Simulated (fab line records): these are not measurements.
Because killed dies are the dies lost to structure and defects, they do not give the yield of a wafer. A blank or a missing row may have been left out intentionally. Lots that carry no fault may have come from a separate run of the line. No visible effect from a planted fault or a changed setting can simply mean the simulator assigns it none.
Chamber matching -- flow n5Finfet -- cvdCo-01 running N5_BEOL_M2_PRE_CLEAN_60: 3 sister chambers
The step time 15 s. 24 wafers are shown with their chamber, then 12 later ones without.

== WAFERS WITH THEIR CHAMBER ==
wafer,chamber,heaterPowerW (W)
L474.2,1,98
L474.3,0,99
L474.5,0,99
L473.2,0,98
L473.5,2,64
L473.6,0,97
L475.1,2,64
L475.2,1,102
L475.5,1,97
L476.1,0,100
L476.2,1,97
L476.5,2,66
L479.1,0,97
L479.3,2,65
L479.4,2,67
L478.2,0,101
L478.3,1,99
L478.4,0,99
L484.1,1,97
L484.3,0,100
L484.6,2,64
L492.2,0,97
L492.4,1,98
L492.5,0,98

SIGNATURES (means of the wafers above)
reading,chamber 0,chamber 1,chamber 2,scatter within a chamber
heaterPowerW,98.64,98.29,65.00,1.48
Rule: for a wafer and a chamber, the distance is found by dividing, reading by reading, the gap between the wafer's reading and the chamber's mean by the reading's scatter, squaring, summing and taking the root. The wafer belongs to the nearest chamber; if the next one is less than 2 further off, it can't be placed. The scatter: take each reading less its chamber's mean, square it, sum over the shown wafers, divide by the number of wafers less the number of chambers, and take the root.

== WAFERS MISSING THEIR CHAMBER ==
wafer,heaterPowerW (W)
L493.2,98
L493.4,67
L493.6,97
L494.1,64
L494.4,65
L494.5,102
L495.2,66
L495.4,96
L495.6,63
L496.4,66
L496.5,98
L496.6,100

== WHICH CHAMBER EACH ONE RAN IN ==
wafer,from the rows above,in truth
L493.2,can't be placed: 1 or 0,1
L493.4,2,2
L493.6,can't be placed: 1 or 0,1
L494.1,2,2
L494.4,2,2
L494.5,can't be placed: 0 or 1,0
L495.2,2,2
L495.4,can't be placed: 1 or 0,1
L495.6,2,2
L496.4,2,2
L496.5,can't be placed: 1 or 0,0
L496.6,can't be placed: 0 or 1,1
Correct placement for 6 of the 12. Cannot be placed on the basis of these rows: 6; the candidates contain the true chamber in 6. Placed wrongly: 0.
